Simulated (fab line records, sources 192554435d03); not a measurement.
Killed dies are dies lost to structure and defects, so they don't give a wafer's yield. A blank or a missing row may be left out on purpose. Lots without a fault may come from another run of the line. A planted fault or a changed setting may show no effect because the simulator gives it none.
Chamber matching | flow n5_finfet | N5_BEOL_M2_ETCH_70 on rie_diel-06: 4 sister chambers
The step etches SOC in N2/H2, target depth 80 nm, overetch 24 nm, time 130 s. 14 wafers are shown with their chamber, then 7 later ones without.

WAFERS WITH THEIR CHAMBER
wafer  | chamber | throttle_valve_pct (%) | drypump_motor_current_A (A) | showerhead_plenum_p_Torr (Torr)
L074.1 | 1       | 18.1                   | 5.8                         | 2.47
L074.4 | 3       | 17.6                   | 5.4                         | 2.57
L074.5 | 1       | 18.1                   | 5.7                         | 2.47
L075.3 | 0       | 17.8                   | 5.7                         | 2.55
L075.5 | 2       | 18.1                   | 6.9                         | 2.53
L075.6 | 0       | 17.8                   | 5.8                         | 2.55
L079.2 | 3       | 17.6                   | 5.4                         | 2.57
L079.4 | 2       | 18.1                   | 6.8                         | 2.52
L079.6 | 2       | 18.1                   | 6.8                         | 2.52
L080.1 | 1       | 18.1                   | 5.8                         | 2.46
L080.2 | 3       | 17.6                   | 5.4                         | 2.57
L080.5 | 3       | 17.6                   | 5.4                         | 2.57
L086.1 | 0       | 17.9                   | 5.8                         | 2.55
L086.3 | 3       | 17.6                   | 5.4                         | 2.56

SIGNATURES (means of the wafers above)
reading                  | chamber 0 | chamber 1 | chamber 2 | chamber 3 | scatter within a chamber
throttle_valve_pct       | 17.833    | 18.100    | 18.100    | 17.600    | 0.0258
drypump_motor_current_A  | 5.767     | 5.767     | 6.833     | 5.400     | 0.0447
showerhead_plenum_p_Torr | 2.5500    | 2.4667    | 2.5233    | 2.5680    | 0.00462
Rule: a wafer's distance from a chamber is the root of the sum, over the readings, of the square of ((its reading less the chamber's mean) divided by the reading's scatter). The wafer belongs to the nearest chamber; if the next one is less than 2 further off, it can't be placed. The scatter: the root of (the sum of the squares of (reading less its chamber's mean) over the shown wafers, divided by (wafers less chambers)).

WAFERS WITHOUT THEIR CHAMBER
wafer  | throttle_valve_pct (%) | drypump_motor_current_A (A) | showerhead_plenum_p_Torr (Torr)
L086.4 | 18.1                   | 6.8                         | 2.52
L088.1 | 18.1                   | 5.8                         | 2.45
L088.2 | 18.1                   | 6.9                         | 2.51
L088.3 | 17.7                   | 5.4                         | 2.56
L095.3 | 17.9                   | 5.8                         | 2.54
L095.5 | 17.7                   | 5.4                         | 2.56
L095.6 | 17.9                   | 5.8                         | 2.54

WHICH CHAMBER EACH WENT THROUGH
wafer  | from the rows above | in truth
L086.4 | 2                   | 2
L088.1 | 1                   | 1
L088.2 | 2                   | 2
L088.3 | 3                   | 3
L095.3 | 0                   | 0
L095.5 | 3                   | 3
L095.6 | 0                   | 0
Placed correctly: 7 of 7. Can't be placed from these rows: 0. Placed wrongly: 0.
